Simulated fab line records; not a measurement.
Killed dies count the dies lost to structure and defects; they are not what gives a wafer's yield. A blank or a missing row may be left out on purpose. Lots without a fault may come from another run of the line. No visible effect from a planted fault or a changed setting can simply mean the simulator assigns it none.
fab line records ; flow nand-harc ; part 2 of 2: steps 23 to 32 of 32
record: lots: 5; wafers: 15; last-day: 24
route steps=1159 shown A_CHANNEL_HOLE_D1@482 A_CHANNEL_FILL_D1@490
lots that met no fault: taken from a fault-free run of the same line
start-h: the number of hours between the record's first day and the start of the first shown wafer of the lot ; wait-h: hours elapsed since this lot's preceding step ; " unchanged from the row above ; L1.1+2: several wafers, shown together as one row ; - value missing, or start not given ; * or withheld: withheld ; < > ~ a bound
route shown NAME@n: NAME is a module with steps in the file, n the number in the route of the first one ; usual: average and standard deviation across the fault-free wafers ; same: alike in all rows ; chamber/n: place in a boat ; sites: each site's reading ; _std_site: how widely they spread, as a standard deviation ; _edge_site: inner sites' mean taken away from outer sites' mean ; radius-mm: for every site, how far away it sits from the centre of the wafer ; mask NAME#n: copy n ; behind: the last tool/chamber to shape the wafer ; hold: what put the lot on hold/how long, in hours/how the hold closed ; device: which transistor (n, p or np) failed to switch ; end of line: the route-end tests of the same wafers ; step lacking rows: just its recipe ; killed: the dies lost at the first sort to structure and to defects; this is not the yield of the wafer ; map: a wafer's dies, x killed, . not, _ none there
set.NAME: the setting that was run; set.NAME@STEP: the one run at that earlier step ; model.NAME: the simulator's own value behind a step, which no gauge read
lots at selected steps of the route; one table per step, one row per wafer
services: a tool's chamber out of use, with start hour (start-h, from the record's first day; less than 0 if before it), hours out, and reason
== steps ==
step: NHARC_A_CHANNEL_FILL_D1_CVD_05
recipe: target-thk-a: 50; temp-c: 550; material: poly-Si
usual: spike-tc-upper-C: 549.6/1.4; zone-power-centre-pct: 7.5/0.69
lot.wafer;tool;chamber;start-h;wait-h;spike-tc-upper-C;zone-power-centre-pct
L084.3;lpcvd-poly-04;0;268.25;2.3;549.5;8.4
L084.4;lpcvd-poly-04;0;268.25;2.3;549.1;8.4
L084.5;lpcvd-poly-04;0;268.25;2.3;551.2;8.2
L085.2;lpcvd-poly-04;0;268.25;2.2;549.4;8.4
L085.4;lpcvd-poly-04;0;268.25;2.2;550.6;8.3
L085.5;lpcvd-poly-04;0;268.25;2.2;549.7;8.2
L091.2;lpcvd-poly-04;0;309.45;2.2;549.8;8.2
L091.5;lpcvd-poly-04;0;309.45;2.2;549.5;8.4
L091.6;lpcvd-poly-04;0;309.45;2.2;551.2;8.2
L093.1;lpcvd-poly-02;0;330.19;2.4;548.1;7.0
L093.3;lpcvd-poly-02;0;330.19;2.4;547.3;6.9
L093.6;lpcvd-poly-02;0;330.19;2.4;547.1;6.8
L094.2;lpcvd-poly-02;0;330.19;2.4;547.2;6.9
L094.4;lpcvd-poly-02;0;330.19;2.4;548.9;6.9
L094.6;lpcvd-poly-02;0;330.19;2.4;550.4;7.0
step: NHARC_A_CHANNEL_FILL_D1_ANNEAL_22
recipe: temp-c: 620; time-s: 7200
usual: spike-tc-upper-C: 620.0/1.2; zone-power-centre-pct: 9.04/0.2
same: time-s: 7200
lot.wafer;tool;chamber;start-h;wait-h;spike-tc-upper-C;zone-power-centre-pct
L084.3;furnace-07;0;273.36;3.3;618.8;8.87
L084.4;furnace-07;0;273.36;3.3;620.0;9.13
L084.5;furnace-07;0;273.36;3.3;620.8;9.18
L085.2;furnace-07;0;273.36;3.3;621.0;9.04
L085.4;furnace-07;0;273.36;3.3;619.5;8.99
L085.5;furnace-07;0;273.36;3.3;621.6;9.01
L091.2;furnace-07;0;314.55;3.3;619.9;8.96
L091.5;furnace-07;0;314.55;3.3;620.7;8.92
L091.6;furnace-07;0;314.55;3.3;620.0;9.10
L093.1;furnace-07;0;338.00;6.0;618.6;8.90
L093.3;furnace-07;0;338.00;6.0;620.3;9.10
L093.6;furnace-07;0;338.00;6.0;620.0;9.07
L094.2;furnace-07;0;338.00;6.0;617.1;9.03
L094.4;furnace-07;0;338.00;6.0;621.0;8.85
L094.6;furnace-07;0;338.00;6.0;618.2;9.11
step: NHARC_A_CHANNEL_FILL_D1_ALD_25
recipe: target-thk-a: 600; pulse-time-s: 10; ald-cycles: 600; temp-c: 300; material: SiOx
usual: heater-power-w: 453/37; precursor-pulse-height-rel: 1.002/0.019
lot.wafer;tool;chamber;start-h;wait-h;heater-power-w;precursor-pulse-height-rel
L085.2;ald-hk-02;1;277.43;0.1;444;1.021
L085.4;ald-hk-02;0;279.25;1.9;421;1.034
L085.5;ald-hk-02;2;280.47;3.1;449;0.995
L084.4;ald-hk-04;3;277.44;0.1;495;1.007
L084.3;ald-hk-04;0;277.44;0.1;424;0.988
L084.5;ald-hk-04;3;279.89;2.5;505;1.012
L091.2;ald-hk-01;2;321.15;2.5;530;0.989
L091.5;ald-hk-01;0;323.63;5.0;460;0.994
L091.6;ald-hk-01;1;324.86;6.2;457;1.025
L094.4;ald-hk-04;0;342.04;0.1;415;0.984
L094.2;ald-hk-04;1;342.04;0.1;436;1.013
L094.6;ald-hk-04;0;344.52;2.5;418;1.024
L093.1;ald-hk-02;1;342.05;0.1;453;0.992
L093.3;ald-hk-02;3;343.27;1.3;418;1.001
L093.6;ald-hk-02;2;345.10;3.1;449;0.983
step: NHARC_A_CHANNEL_FILL_D1_ETCHBACK_08
recipe: target-depth-a: 2200; time-s: 110; c4f8-flow-sccm: 20; ar-flow-sccm: withheld; rf-w: 600; bias-w: 300; chemistry: C4F8
usual: oes-product-au: 0.94/0.035; rf-vpp-V: 441.4/2.1
same: time-s: 110
lot.wafer;tool;chamber;start-h;wait-h;oes-product-au;rf-hours-counter-h;rf-vpp-V
L085.4;rie-diel-11;0;-;-;1.00;2;438.4
L085.2;rie-diel-11;3;-;-;0.98;2;441.9
L085.5;rie-diel-11;0;-;-;0.99;-;439.0
L084.4;rie-diel-05;1;-;-;0.93;4;441.2
L084.3;rie-diel-05;3;-;-;0.92;4;440.8
L084.5;rie-diel-05;0;-;-;0.92;-;444.2
L091.2;rie-diel-05;3;-;-;0.92;6;440.6
L091.6;rie-diel-05;3;-;-;0.92;-;440.4
L091.5;rie-diel-05;0;-;-;0.93;-;445.2
L093.1;rie-diel-11;1;-;-;0.91;4;440.4
L093.3;rie-diel-11;2;-;-;0.93;3;443.1
L093.6;rie-diel-11;1;-;-;0.92;-;439.5
L094.4;rie-diel-09;1;-;-;0.94;13;442.5
L094.2;rie-diel-09;3;-;-;0.92;16;443.6
L094.6;rie-diel-09;0;-;-;0.93;-;440.5
step: NHARC_A_CHANNEL_FILL_D1_STRIP_29
recipe: time-s: 20; o2-flow-sccm: 500; ar-flow-sccm: 0; bias-w: 0; chemistry: O2
usual: drypump-motor-current-A: 5.6/0.33; oes-product-au: 0.998/0.0096; rf-vpp-V: 57.9/0.88; showerhead-plenum-p-Torr: 3.57/0.11; throttle-valve-pct: 17.035/0.0095
same: time-s: 20
lot.wafer;tool;chamber;start-h;wait-h;drypump-motor-current-A;oes-product-au;rf-hours-counter-h;rf-vpp-V;showerhead-plenum-p-Torr;throttle-valve-pct
L085.4;rie-diel-11;0;-;-;5.8;0.991;2;58.5;3.45;17.036
L085.2;rie-diel-11;1;-;-;5.2;1.002;2;57.8;3.53;17.023
L085.5;rie-diel-11;0;-;-;5.9;0.982;-;57.4;3.45;17.059
L084.3;rie-diel-05;0;-;-;5.9;0.987;4;58.2;3.76;17.051
L084.4;rie-diel-05;1;-;-;6.1;0.998;4;58.4;3.55;17.046
L084.5;rie-diel-05;3;-;-;5.8;0.977;-;56.5;3.45;17.037
L091.2;rie-diel-05;2;-;-;5.3;0.981;6;56.4;3.47;17.041
L091.6;rie-diel-05;1;-;-;6.2;1.003;-;57.7;3.55;17.035
L091.5;rie-diel-05;2;-;-;5.3;0.986;-;58.2;3.47;17.024
L093.1;rie-diel-11;2;-;-;5.5;1.000;3;58.6;3.67;17.034
L093.3;rie-diel-11;1;-;-;5.2;1.001;4;56.1;3.53;17.068
L093.6;rie-diel-11;2;-;-;5.5;1.000;-;58.6;3.67;17.044
L094.2;rie-diel-09;3;-;-;5.2;1.013;16;58.5;3.66;17.030
L094.4;rie-diel-09;2;-;-;5.9;0.996;17;58.2;3.75;17.032
L094.6;rie-diel-09;0;-;-;5.5;1.002;-;57.8;3.45;17.039
step: NHARC_A_CHANNEL_FILL_D1_PRECLEAN_30
recipe: time-s: 30; chemistry: dHF
same: time-s: 30
lot.wafer;tool;chamber;start-h;wait-h
L085.5+2+4;wet-bench-05;2,4,5;283.23;-
L084.5+3+4;wet-bench-01;6,7,0;283.23;-
L091.2+6+5;wet-bench-05;4,5,0;328.21;-
L093.6+1+3;wet-bench-05;5,7,2;347.81;-
L094.2+4+6;wet-bench-01;4,7,0;347.96;-
step: NHARC_A_CHANNEL_FILL_D1_SRD_31
lot.wafer;tool;chamber;start-h;wait-h
L085.5+2+4;wet-bench-05;2,4,5;283.25;0.0
L084.5+3+4;wet-bench-01;6,7,0;283.26;0.0
L091.2+6+5;wet-bench-05;4,5,0;-;-
L093.6+1+3;wet-bench-05;5,7,2;347.83;0.0
L094.2+4+6;wet-bench-01;4,7,0;347.99;0.0
step: NHARC_A_CHANNEL_FILL_D1_CVD_09
recipe: target-thk-a: 1500; temp-c: 620; pressure-mtorr: 200; time-s: 3000; material: poly-Si
usual: spike-tc-upper-C: 620.2/1.3; zone-power-centre-pct: 9.1/0.75
same: time-s: 3000
lot.wafer;tool;chamber;start-h;wait-h;spike-tc-upper-C;zone-power-centre-pct
L084.3;lpcvd-poly-04;0;285.51;2.2;621.3;10.2
L084.4;lpcvd-poly-04;0;285.51;2.2;622.9;10.1
L084.5;lpcvd-poly-04;0;285.51;2.2;621.0;10.2
L085.2;lpcvd-poly-04;0;285.51;2.3;620.0;10.2
L085.4;lpcvd-poly-04;0;285.51;2.3;620.9;10.2
L085.5;lpcvd-poly-04;0;285.51;2.3;623.3;10.0
L091.2;lpcvd-poly-03;0;330.66;-;620.0;8.9
L091.5;lpcvd-poly-03;0;330.66;-;621.0;8.8
L091.6;lpcvd-poly-03;0;330.66;-;623.5;8.8
L093.1;lpcvd-poly-04;0;350.16;2.3;621.2;10.0
L093.3;lpcvd-poly-04;0;350.16;2.3;620.3;10.0
L093.6;lpcvd-poly-04;0;350.16;2.3;621.1;10.3
L094.2;lpcvd-poly-04;0;350.16;2.2;621.3;10.0
L094.4;lpcvd-poly-04;0;350.16;2.2;620.5;10.2
L094.6;lpcvd-poly-04;0;350.16;2.2;619.0;10.2
step: NHARC_A_CHANNEL_FILL_D1_CMP_10
recipe: target-thk-nm: 150
usual: motor-current-A: 12.3/1.4; time-to-endpoint-s: 15.0/2.2
lot.wafer;tool;chamber;start-h;wait-h;motor-current-A;time-to-endpoint-s
L085.2;cmp-04;1;288.62;0.4;11.0;13.6
L085.4;cmp-04;3;288.62;0.4;13.4;12.1
L085.5;cmp-04;2;288.62;0.4;13.3;12.6
L084.4;cmp-02;3;288.62;0.4;11.1;12.4
L084.3;cmp-02;0;288.62;0.4;10.5;15.2
L084.5;cmp-02;3;288.62;0.4;11.5;13.1
L091.2;cmp-04;1;333.94;0.4;11.3;15.9
L091.6;cmp-04;3;333.94;0.4;13.8;13.8
L091.5;cmp-04;0;333.94;0.4;10.2;16.3
L093.3;cmp-04;1;353.37;0.4;10.8;17.9
L093.1;cmp-04;3;353.37;0.4;14.1;15.6
L093.6;cmp-04;1;353.37;0.4;10.5;15.5
L094.4;cmp-02;2;353.37;0.4;13.6;11.8
L094.2;cmp-02;0;353.37;0.4;10.2;15.5
L094.6;cmp-02;1;353.37;0.4;12.7;15.4
step: NHARC_A_CHANNEL_FILL_D1_SRD_12
lot.wafer;tool;chamber;start-h;wait-h
L084.3+4+5;wet-bench-01;2,5,6;288.93;0.0
L085.4+2+5;wet-bench-05;0,1,2;288.93;0.1
L091.2+6+5;wet-bench-01;2,4,6;334.19;0.0
L093.1+6+3;wet-bench-02;0,3,5;353.64;0.0
L094.6+4+2;wet-bench-01;4,7,0;353.65;0.0
== services ==
tool;chamber;start-h;hours;kind
rie-diel-10;2;218.86;5.8;repair
ald-hk-01;-;230.16;10.0;pm
rie-diel-01;2;235.86;13.9;repair
rie-si-05;-;239.00;9.0;pm
lpcvd-poly-04;-;242.41;17.0;repair
rie-si-05;-;253.75;0.3;repair
rie-diel-09;-;254.10;9.0;pm
rie-diel-05;1;264.52;6.6;repair
rie-diel-09;1;283.78;7.3;repair
rie-diel-10;0;289.48;9.3;repair
rie-diel-05;1;294.77;9.0;repair
cmp-04;-;302.22;4.0;pm
rie-diel-10;2;305.05;11.3;repair
ald-sin-batch-03;-;314.00;26.0;pm
lpcvd-poly-04;-;314.00;26.0;pm
rie-diel-01;-;314.82;9.0;pm
rie-diel-10;2;317.76;3.8;repair
wet-bench-03;-;322.40;8.0;pm
rie-diel-09;1;322.63;2.1;repair
rie-diel-09;1;335.12;2.8;repair
rie-diel-09;3;336.84;2.4;repair
rie-diel-05;-;340.60;9.0;pm
rie-diel-10;3;352.80;4.0;repair
rie-diel-10;-;353.50;9.0;pm
